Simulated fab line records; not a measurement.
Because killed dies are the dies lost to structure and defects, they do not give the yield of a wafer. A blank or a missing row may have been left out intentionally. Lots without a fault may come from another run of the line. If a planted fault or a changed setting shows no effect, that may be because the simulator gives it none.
Split-lot study :: flow n5 finfet :: 21 wafers read from 7 lots, route of 1938 steps

== ABOUT THE SPLIT ==
At N5_BEOL_M5_TRENCH_ETCH_37 (etches SiCOH lowk in C4F6/O2, target depth 71.652 nm, time 24.7 s), the setting time s was moved away from the recipe's 24.7 s on 8 of the 21 wafers read, by -17.7% to +10.3%. All remaining wafers had this setting at the recipe value.

== FROM THE SPLIT TO THE READING: what the file shows between them, 13 steps ==
- N5_BEOL_M5_ETCH_41: etches SiCN in CH3F/O2, target depth 31.5 nm, time 56.7 s (also split here: source w)
- N5_BEOL_M5_STRIP_91: strips in N2/H2, time 10 s
- N5_BEOL_M5_OCD_MEAS_38
- N5_BEOL_M5_HM_STRIP_39: strips TiN in peroxide tin strip, target depth 25 nm, time 158 s
- N5_BEOL_M5_SRD_40: time 30 s
- N5_BEOL_M5_ECD_50: material Cu, target thk 300 nm
- N5_BEOL_M5_ANNEAL_51: time 90 s
- N5_BEOL_M5_CMP_52: polishes, stops on SiCOH lowk, t overpolish 6.9 s, target thk 62 nm
- N5_BEOL_M5_THK_MEAS_53: measures by xrf
- N5_BEOL_M5_PRE_CLEAN_77: time 15 s
- N5_BEOL_M5_CO_CAP_78: material Co, precursor CCTBA/H2, target thk 2 nm, time 102.1 s
- N5_BEOL_M5_PRE_CLEAN_55: time 15 s
- N5_BEOL_M5_DEP_56: deposits SiCN from 3MS/NH3, target thk 8 nm, time 14 s

== THE READING ==
At N5_BEOL_M5_RS_MEAS_57, a four-point-probe measurement gives M5_RS in ohm/sq. Fault-free wafers of this fab line usually give 0.387 ohm/sq, standard deviation 0.01 ohm/sq.

wafer: L077.1
tool, chamber at the split: rie diel-05, 3
time s as run, s: 24.7
against the recipe: recipe
M5_RS, ohm/sq: 0.425
against lot-mates on the recipe: -

wafer: L077.2
tool, chamber at the split: rie diel-05, 0
time s as run, s: 24.7
against the recipe: recipe
M5_RS, ohm/sq: 0.404
against lot-mates on the recipe: -

wafer: L077.6
tool, chamber at the split: rie diel-05, 3
time s as run, s: 24.7
against the recipe: recipe
M5_RS, ohm/sq: 0.408
against lot-mates on the recipe: -

wafer: L081.1
tool, chamber at the split: rie diel-02, 0
time s as run, s: 24.7
against the recipe: recipe
M5_RS, ohm/sq: 0.378
against lot-mates on the recipe: -

wafer: L081.4
tool, chamber at the split: rie diel-02, 3
time s as run, s: 24.7
against the recipe: recipe
M5_RS, ohm/sq: 0.393
against lot-mates on the recipe: -

wafer: L081.6
tool, chamber at the split: rie diel-02, 1
time s as run, s: 26.43
against the recipe: +7.0%
M5_RS, ohm/sq: 0.357
against lot-mates on the recipe: -0.029

wafer: L080.1
tool, chamber at the split: rie diel-05, 3
time s as run, s: 20.34
against the recipe: -17.7%
M5_RS, ohm/sq: 0.547
against lot-mates on the recipe: +0.169

wafer: L080.3
tool, chamber at the split: rie diel-05, 2
time s as run, s: 20.34
against the recipe: -17.7%
M5_RS, ohm/sq: 0.512
against lot-mates on the recipe: +0.134

wafer: L080.4
tool, chamber at the split: rie diel-05, 1
time s as run, s: 24.7
against the recipe: recipe
M5_RS, ohm/sq: 0.378
against lot-mates on the recipe: -

wafer: L086.1
tool, chamber at the split: rie diel-04, 1
time s as run, s: 20.72
against the recipe: -16.1%
M5_RS, ohm/sq: 0.502
against lot-mates on the recipe: +0.115

wafer: L086.3
tool, chamber at the split: rie diel-04, 3
time s as run, s: 20.72
against the recipe: -16.1%
M5_RS, ohm/sq: 0.488
against lot-mates on the recipe: +0.101

wafer: L086.5
tool, chamber at the split: rie diel-04, 2
time s as run, s: 24.7
against the recipe: recipe
M5_RS, ohm/sq: 0.387
against lot-mates on the recipe: -

wafer: L090.2
tool, chamber at the split: rie diel-04, 0
time s as run, s: 27.15
against the recipe: +9.9%
M5_RS, ohm/sq: 0.335
against lot-mates on the recipe: -0.054

wafer: L090.3
tool, chamber at the split: rie diel-04, 1
time s as run, s: 27.15
against the recipe: +9.9%
M5_RS, ohm/sq: 0.336
against lot-mates on the recipe: -0.053

wafer: L090.5
tool, chamber at the split: rie diel-04, 2
time s as run, s: 24.7
against the recipe: recipe
M5_RS, ohm/sq: 0.389
against lot-mates on the recipe: -

wafer: L092.2
tool, chamber at the split: rie diel-04, 1
time s as run, s: 24.7
against the recipe: recipe
M5_RS, ohm/sq: 0.378
against lot-mates on the recipe: -

wafer: L092.4
tool, chamber at the split: rie diel-04, 3
time s as run, s: 27.25
against the recipe: +10.3%
M5_RS, ohm/sq: 0.330
against lot-mates on the recipe: -0.052

wafer: L092.6
tool, chamber at the split: rie diel-04, 1
time s as run, s: 24.7
against the recipe: recipe
M5_RS, ohm/sq: 0.386
against lot-mates on the recipe: -

wafer: L096.1
tool, chamber at the split: rie diel-05, 2
time s as run, s: 24.7
against the recipe: recipe
M5_RS, ohm/sq: 0.383
against lot-mates on the recipe: -

wafer: L096.2
tool, chamber at the split: rie diel-05, 1
time s as run, s: 24.7
against the recipe: recipe
M5_RS, ohm/sq: 0.371
against lot-mates on the recipe: -

wafer: L096.6
tool, chamber at the split: rie diel-05, 1
time s as run, s: 24.7
against the recipe: recipe
M5_RS, ohm/sq: 0.377
against lot-mates on the recipe: -

FIT RESULTS
A straight line over all 21 wafers: M5_RS changes by -0.00678 ohm/sq for each +1% of time s; r = -0.97; the points scatter about the line by 0.016 ohm/sq.
The same after taking each lot's own level away (the mean of its wafers on the recipe; 21 wafers): -0.00699 ohm/sq for each +1%; r = -0.98; scatter 0.013 ohm/sq.
According to that fit, moving time s by its largest amount changes the reading by 0.12 ohm/sq.
Measured against the standard deviation above, the lots' own levels, which go from 0.3770 to 0.4123 ohm/sq, span 3.5 times it.
So the lot-to-lot level changes the slope little: the two slopes agree.
Check: with one of the wafers moved furthest among these (-17.7%) left out of the fit, the line predicts +0.117 ohm/sq for it against its lot-mates. Against them it came out at +0.169 ohm/sq.

== ADDITIONAL SPLITS CARRIED BY THESE WAFERS ==
Note: prior to the reading, these wafers also went through further splits. Each is held against what the fit with the lots' levels taken away leaves over:
other split on the same wafers: N5_BEOL_M3_TRENCH_ETCH_37 source w
wafers away from the commonest value: 7
r with M5_RS (lot level and that fit taken away): +0.21

other split on the same wafers: N5_BEOL_M4_COAT_22 spin rpm
wafers away from the commonest value: 9
r with M5_RS (lot level and that fit taken away): -0.24

other split on the same wafers: N5_BEOL_M4_EXPOSE_25 dose mj
wafers away from the commonest value: 4
r with M5_RS (lot level and that fit taken away): -0.10

other split on the same wafers: N5_BEOL_M5_PECVD_70 time s
wafers away from the commonest value: 7
r with M5_RS (lot level and that fit taken away): -0.10

other split on the same wafers: N5_BEOL_M5_ETCH_41 source w
wafers away from the commonest value: 3
r with M5_RS (lot level and that fit taken away): +0.03

== THE WHOLE CHAIN: every reading that the file lists as answering this split, in the file's order ==
step: N5_BEOL_M5_TRENCH_ETCH_37
what it does: etches SiCOH lowk in C4F6/O2, target depth 71.652 nm, time 24.7 s
reading: BEOL_M5.feature depth nm (the simulator's own value, which no gauge read)
change (the file's fit): +0.775 nm for each +1% of the setting
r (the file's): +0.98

step: N5_BEOL_M5_TRENCH_ETCH_37
what it does: etches SiCOH lowk in C4F6/O2, target depth 71.652 nm, time 24.7 s
reading: etch.depth nm (the simulator's own value, which no gauge read)
change (the file's fit): +0.776 nm for each +1% of the setting
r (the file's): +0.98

step: N5_BEOL_M5_TRENCH_ETCH_37
what it does: etches SiCOH lowk in C4F6/O2, target depth 71.652 nm, time 24.7 s
reading: TiN_of_BEOL_M5_HM_DEP_02.thk nm (the simulator's own value, which no gauge read)
change (the file's fit): -0.0281 nm for each +1% of the setting
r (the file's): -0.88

step: N5_BEOL_M5_OCD_MEAS_38
what it does: 
reading: trench depth nm
change (the file's fit): +0.754 nm for each +1% of the setting
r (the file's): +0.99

step: N5_BEOL_M5_CMP_52
what it does: polishes, stops on SiCOH lowk, t overpolish 6.9 s, target thk 62 nm
reading: Cu_of_BEOL_M5_ECD_50.thk nm (the simulator's own value, which no gauge read)
change (the file's fit): +0.767 nm for each +1% of the setting
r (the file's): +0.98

step: N5_BEOL_M5_THK_MEAS_53
what it does: measures by xrf
reading: M5_THK
change (the file's fit): +0.786 for each +1% of the setting
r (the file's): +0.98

step: N5_BEOL_M5_RS_MEAS_57
what it does: measures by four-point-probe
reading: M5_RS
change (the file's fit): -0.00687 for each +1% of the setting
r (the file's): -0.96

== THE FILE'S OWN FIT ==
M5_RS changes by -0.00687 ohm/sq for each +1% of time s, r = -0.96.
